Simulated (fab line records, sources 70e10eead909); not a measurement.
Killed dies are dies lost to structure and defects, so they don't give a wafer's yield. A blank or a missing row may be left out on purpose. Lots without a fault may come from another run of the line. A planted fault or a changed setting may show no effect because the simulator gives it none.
fab line records | flow nand_harc | part 2 of 2: steps 31 to 46 of 46
record lots=5 wafers=15 last_day=32
route steps=1302 shown P_CONTACT@251 P_M0@253 P_M1@285
lots that met no fault: from a run of the same line without faults
start_h: hours from the record's first day to the start of the lot's first wafer shown | wait_h: hours since the lot's step before | " the same as in the row above | L1.1+2: a row that stands for several wafers | - no value, or no start given | * or withheld: withheld | < > ~ a bound
route shown NAME@n: a module of which the file shows steps, and the number in the route of the first | usual: mean/standard deviation of fault-free wafers | same: alike in all rows | chamber/n: place in a boat | sites: the reading at each site | _std_site: their standard deviation | _edge_site: outer sites' mean less inner sites' | radius_mm: how far each site lies from the wafer's centre | mask NAME#n: copy n | behind: the tool/chamber that last shaped the wafer | hold: why the lot was held/for how many hours/how that ended | device: the transistor (n, p or np) that didn't switch | end of line: the same wafers' tests at the end of the route | a step without rows: its recipe alone | killed: dies lost to structure and defects at the first sort, not the wafer's yield | map: a wafer's dies, x killed, . not, _ none there
set.NAME: the setting as run; set.NAME@STEP: as run at that earlier step | model.NAME: the simulator's own value behind a step, which no gauge read
lots at some steps of the route; a table a step, a row a wafer
services: from which hour (start_h, from the record's first day; less than 0 if before it) a tool's chamber was out of use, for how many hours, and why
## steps
# step NHARC_P_M0_INSPECT_27
# usual raw_defect_count=298/120
# columns lot.wafer tool chamber start_h wait_h raw_defect_count
L079.1 defect_inspect-01 - 172.49 0.0 582
L079.3 " - " " 617
L079.6 " - " " 262
L084.2 defect_inspect-01 - 228.17 0.0 384
L084.3 " - " " 210
L084.6 " - " " 308
L086.2 defect_inspect-02 - 246.90 0.0 366
L086.5 " - " " 126
L086.6 " - " " 254
L096.2 defect_inspect-01 - 343.33 0.0 195
L096.3 " - " " 307
L096.5 " - " " 266
L097.2 defect_inspect-02 - 350.49 0.0 256
L097.4 " - " " 342
L097.6 " - " " 289
# step NHARC_P_M0_PRE_CLEAN_31
# recipe time_s=12 temp_c=370 rf_power_w=300 gas=NH3
# usual heater_power_w=649/76
# columns lot.wafer tool chamber start_h wait_h heater_power_w
L079.3 pecvd-01 0 172.57 0.1 539
L079.1 " 1 " " 647
L079.6 " 0 " " 564
L084.2 pecvd-01 1 228.23 0.1 637
L084.3 " 2 " " 727
L084.6 " 0 " " 653
L086.2 pecvd-01 2 246.98 0.1 736
L086.5 " 2 " " 717
L086.6 " 0 " " 625
L096.2 pecvd-02 1 343.41 0.1 679
L096.3 " 2 " " 702
L096.5 " 2 " " 711
L097.2 pecvd-04 0 350.58 0.1 703
L097.4 " 0 " " 706
L097.6 " 1 " " 598
# step NHARC_P_M0_DEP_32
# recipe target_thk_a=300 temp_c=370 target_thk_nm=30 pressure_torr=3 flow_sccm=200 rf_w=450 material=SiCN
# usual heater_power_w=600/72
# columns lot.wafer tool chamber start_h wait_h heater_power_w
L079.3 pecvd-01 0 172.68 0.1 570
L079.1 " 1 " " 577
L079.6 " 0 " " 568
L084.2 pecvd-01 1 228.31 0.1 556
L084.3 " 2 " " 619
L084.6 " 0 " " 585
L086.2 pecvd-01 2 247.09 0.1 669
L086.5 " 2 " " 664
L086.6 " 0 " " 509
L096.2 pecvd-02 1 343.52 0.1 663
L096.3 " 2 " " 658
L096.5 " 2 " " 666
L097.2 pecvd-04 0 350.69 0.1 685
L097.4 " 0 " " 703
L097.6 " 1 " " 491
# step NHARC_P_M1_DEP_00
# recipe target_thk_a=1825 target_thk_nm=182.5 temp_c=withheld pressure_torr=5 flow_sccm=200 rf_w=600 material=SiOC
# columns lot.wafer tool chamber start_h wait_h
L079.3+1+6 pecvd-02 0,2,0 173.05 -
L084.3+2+6 pecvd-04 0,1,1 228.77 -
L086.2+6+5 pecvd-02 0,2,0 247.56 -
L096.3+2+5 pecvd-01 1,2,2 343.96 -
L097.2+4+6 pecvd-01 2,1,2 351.16 -
# step NHARC_P_M1_DEHYDRATE_01
# recipe temp_c=150 time_s=120
# columns lot.wafer tool chamber start_h wait_h
L079.1+3+6 litho_track-01 0 173.45 -
L084.2+3+6 litho_track-04 0 229.13 -
L086.2+5+6 litho_track-01 0 247.87 -
L096.2+3+5 litho_track-06 0 344.32 -
L097.2+4+6 litho_track-01 0 351.47 -
# step NHARC_P_M1_HMDS_02
# recipe time_s=30
# columns lot.wafer tool chamber start_h wait_h
L079.1+3+6 litho_track-01 0 - -
L084.2+3+6 litho_track-04 0 - -
L086.2+5+6 litho_track-01 0 - -
L096.2+3+5 litho_track-06 0 - -
L097.2+4+6 litho_track-01 0 - -
# step NHARC_P_M1_COAT_34
# recipe temp_c=200 time_s=65
# columns lot.wafer tool chamber start_h wait_h
L079.1+3+6 litho_track-01 0 - -
L084.2+3+6 litho_track-04 0 - -
L086.2+5+6 litho_track-01 0 - -
L096.2+3+5 litho_track-06 0 - -
L097.2+4+6 litho_track-01 0 - -
# step NHARC_P_M1_COAT_03
# recipe spin_rpm=1500 resist_thk_nm=90
# columns lot.wafer tool chamber start_h wait_h
L079.1+3+6 litho_track-01 0 - -
L084.2+3+6 litho_track-04 0 - -
L086.2+5+6 litho_track-01 0 - -
L096.2+3+5 litho_track-06 0 - -
L097.2+4+6 litho_track-01 0 - -
# step NHARC_P_M1_SOFTBAKE_04
# recipe temp_c=105 time_s=55
# columns lot.wafer tool chamber start_h wait_h
L079.1+3+6 litho_track-01 0 - -
L084.2+3+6 litho_track-04 0 - -
L086.2+5+6 litho_track-01 0 - -
L096.2+3+5 litho_track-06 0 - -
L097.2+4+6 litho_track-01 0 - -
# step NHARC_P_M1_EBR_05
# columns lot.wafer tool chamber start_h wait_h
L079.1+3+6 litho_track-01 0 - -
L084.2+3+6 litho_track-04 0 - -
L086.2+5+6 litho_track-01 0 - -
L096.2+3+5 litho_track-06 0 - -
L097.2+4+6 litho_track-01 0 - -
# step NHARC_P_M1_EXPOSE_06
# recipe na=1.35 target_cd_nm=130 dose_mj=81.88 mask_id=P_M1
# columns lot.wafer tool chamber start_h wait_h mask
L079.1+3+6 arfi_scanner-02 0 173.74 - P_M1#0
L084.2+3+6 arfi_scanner-02 0 229.43 - P_M1#0
L086.2+5+6 arfi_scanner-02 0 248.16 - P_M1#0
L096.2+3+5 arfi_scanner-01 0 344.61 - P_M1#0
L097.2+4+6 arfi_scanner-01 0 351.64 - P_M1#0
# step NHARC_P_M1_PEB_07
# recipe peb_temp_c=100 peb_time_s=65
# columns lot.wafer tool chamber start_h wait_h
L079.1+3+6 litho_track-06 0 173.80 0.1
L084.2+3+6 litho_track-06 0 229.49 0.1
L086.2+5+6 litho_track-04 0 248.22 0.1
L096.2+3+5 litho_track-04 0 344.67 0.1
L097.2+4+6 litho_track-06 0 351.70 0.1
# step NHARC_P_M1_DEVELOP_08
# recipe develop_time_s=35 dev_temp_c=23
# columns lot.wafer tool chamber start_h wait_h
L079.1+3+6 litho_track-06 0 - -
L084.2+3+6 litho_track-06 0 - -
L086.2+5+6 litho_track-04 0 - -
L096.2+3+5 litho_track-04 0 - -
L097.2+4+6 litho_track-06 0 - -
# step NHARC_P_M1_CD_MEAS_09
# recipe target_cd_nm=130 landing_energy_ev=500
# usual cd_nm=129.9/0.74
# columns lot.wafer tool chamber start_h wait_h cd_nm
L079.1 cd_sem-02 0 173.88 - 130.0
L079.3 " 0 " " 129.8
L079.6 " 0 " " 130.9
L084.2 cd_sem-03 0 229.57 - 131.1
L084.3 " 0 " " 130.0
L084.6 " 0 " " 130.2
L086.2 cd_sem-03 0 248.30 - 128.5
L086.5 " 0 " " 129.1
L086.6 " 0 " " 129.6
L096.2 cd_sem-03 0 344.75 - 130.6
L096.3 " 0 " " 129.9
L096.5 " 0 " " 129.8
L097.2 cd_sem-03 0 351.78 - 131.2
L097.4 " 0 " " 128.7
L097.6 " 0 " " 130.0
# step NHARC_P_M1_OVL_MEAS_10
# recipe pitch_nm=260
# usual overlay_x_nm=0.0/1 overlay_y_nm=0.2/0.78
# columns lot.wafer tool chamber start_h wait_h overlay_x_nm overlay_y_nm
L079.1 overlay-02 - 173.97 - 0.9 0.7
L079.3 " - " " 1.8 0.6
L079.6 " - " " 1.4 0.6
L084.2 overlay-02 - 229.65 - -1.9 -0.2
L084.3 " - " " -0.9 -1.1
L084.6 " - " " -0.7 -0.5
L086.2 overlay-01 - 248.39 - 1.4 1.2
L086.5 " - " " 1.7 1.2
L086.6 " - " " 1.3 1.3
L096.2 overlay-01 - 344.84 - 0.1 -0.3
L096.3 " - " " -0.3 -0.1
L096.5 " - " " 0.3 0.1
L097.2 overlay-01 - 351.86 - -0.5 0.9
L097.4 " - " " -0.5 0.4
L097.6 " - " " -0.6 0.5
# step NHARC_P_M1_INSPECT_11
# usual raw_defect_count=5/3.2
# columns lot.wafer tool chamber start_h wait_h raw_defect_count
L079.1 defect_inspect-01 - 174.01 0.0 9
L079.3 " - " " 5
L079.6 " - " " 7
L084.2 defect_inspect-02 - 229.69 0.0 3
L084.3 " - " " 3
L084.6 " - " " 2
L086.2 defect_inspect-01 - 248.42 0.0 5
L086.5 " - " " 8
L086.6 " - " " 2
L096.2 defect_inspect-01 - 344.87 0.0 18
L096.3 " - " " 10
L096.5 " - " " 12
L097.2 defect_inspect-02 - 351.90 0.0 7
L097.4 " - " " 5
L097.6 " - " " 5
## services
# columns tool chamber start_h hours kind
rie_diel-08 3 149.49 13.8 repair
rie_diel-04 2 151.32 15.3 repair
pecvd-01 - 152.84 1.4 repair
litho_track-01 - 155.00 7.0 pm
rie_diel-04 3 160.47 7.7 repair
rie_diel-04 - 177.90 9.0 pm
litho_track-06 - 179.00 7.0 pm
pvd_sputter-02 - 187.88 6.7 repair
rie_diel-08 - 190.84 9.0 pm
pecvd-04 2 194.46 7.9 repair
litho_track-04 - 203.00 7.0 pm
rie_diel-08 2 222.95 9.8 repair
pvd_sputter-01 - 226.00 10.0 pm
pecvd-02 - 227.30 13.0 pm
pecvd-04 - 269.04 13.0 pm
pecvd-02 - 269.78 1.2 repair
arfi_scanner-02 - 279.27 4.0 repair
pvd_sputter-02 - 282.00 10.0 pm
pecvd-01 - 311.23 13.0 pm
rie_diel-08 1 311.79 1.5 repair
arfi_scanner-02 - 312.00 4.0 pm
rie_diel-08 2 323.20 11.1 repair
pecvd-04 0 324.58 17.6 repair
litho_track-01 - 330.00 7.0 pm
